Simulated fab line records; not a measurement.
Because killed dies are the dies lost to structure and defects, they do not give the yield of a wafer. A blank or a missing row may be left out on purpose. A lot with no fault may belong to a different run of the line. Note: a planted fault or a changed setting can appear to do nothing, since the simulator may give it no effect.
Matching of chambers :: flow nandHarc :: NHARC_A_CONTACT_DEP_24 on pecvd-04: 3 sister chambers
The step deposits SiO2, target thk 500 nm. 3 wafers are shown with their chamber, then 11 later ones without.

WAFERS, EACH WITH ITS CHAMBER
wafer: L082.4
chamber: 1
throttleValvePct (%): 15.8

wafer: L082.5
chamber: 2
throttleValvePct (%): 15.5

wafer: L087.2
chamber: 0
throttleValvePct (%): 15.8

WAFERS WITHOUT THEIR CHAMBER
wafer: L087.5
throttleValvePct (%): 15.7

wafer: L087.6
throttleValvePct (%): 15.3

wafer: L086.1
throttleValvePct (%): 15.6

wafer: L086.2
throttleValvePct (%): 15.8

wafer: L086.5
throttleValvePct (%): 15.6

wafer: L089.2
throttleValvePct (%): 15.7

wafer: L089.4
throttleValvePct (%): 15.7

wafer: L089.5
throttleValvePct (%): 15.6

wafer: L093.4
throttleValvePct (%): 15.7

wafer: L093.5
throttleValvePct (%): 15.0

wafer: L093.6
throttleValvePct (%): 15.5

THE CHAMBER EACH PASSED THROUGH
wafer: L087.5
from the rows above: can't be placed: 0 or 1 or 2
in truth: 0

wafer: L087.6
from the rows above: can't be placed: 2 or 0 or 1
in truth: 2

wafer: L086.1
from the rows above: can't be placed: 2 or 0 or 1
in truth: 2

wafer: L086.2
from the rows above: can't be placed: 0 or 1 or 2
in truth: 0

wafer: L086.5
from the rows above: can't be placed: 2 or 0 or 1
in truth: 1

wafer: L089.2
from the rows above: can't be placed: 0 or 1 or 2
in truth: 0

wafer: L089.4
from the rows above: can't be placed: 0 or 1 or 2
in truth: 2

wafer: L089.5
from the rows above: can't be placed: 2 or 0 or 1
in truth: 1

wafer: L093.4
from the rows above: can't be placed: 0 or 1 or 2
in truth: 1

wafer: L093.5
from the rows above: can't be placed: 2 or 0 or 1
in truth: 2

wafer: L093.6
from the rows above: can't be placed: 2 or 0 or 1
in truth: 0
Placed correctly: 0 of 11. These rows do not allow placing 11 (true chamber among the candidates in 11). 0 placed wrongly.
How it was worked out, from the rows above alone: a wafer's distance from a chamber is the root of the sum, over the readings, of the square of ((its reading less the chamber's mean) divided by the reading's scatter). If the next closest chamber is less than 2 further off than the closest, the wafer can't be placed; otherwise it belongs to the closest. A chamber's mean is the mean of its shown wafers. The scatter: with one shown wafer a chamber, the root of the mean of the squares of how far each hidden wafer lies from its nearest shown one.
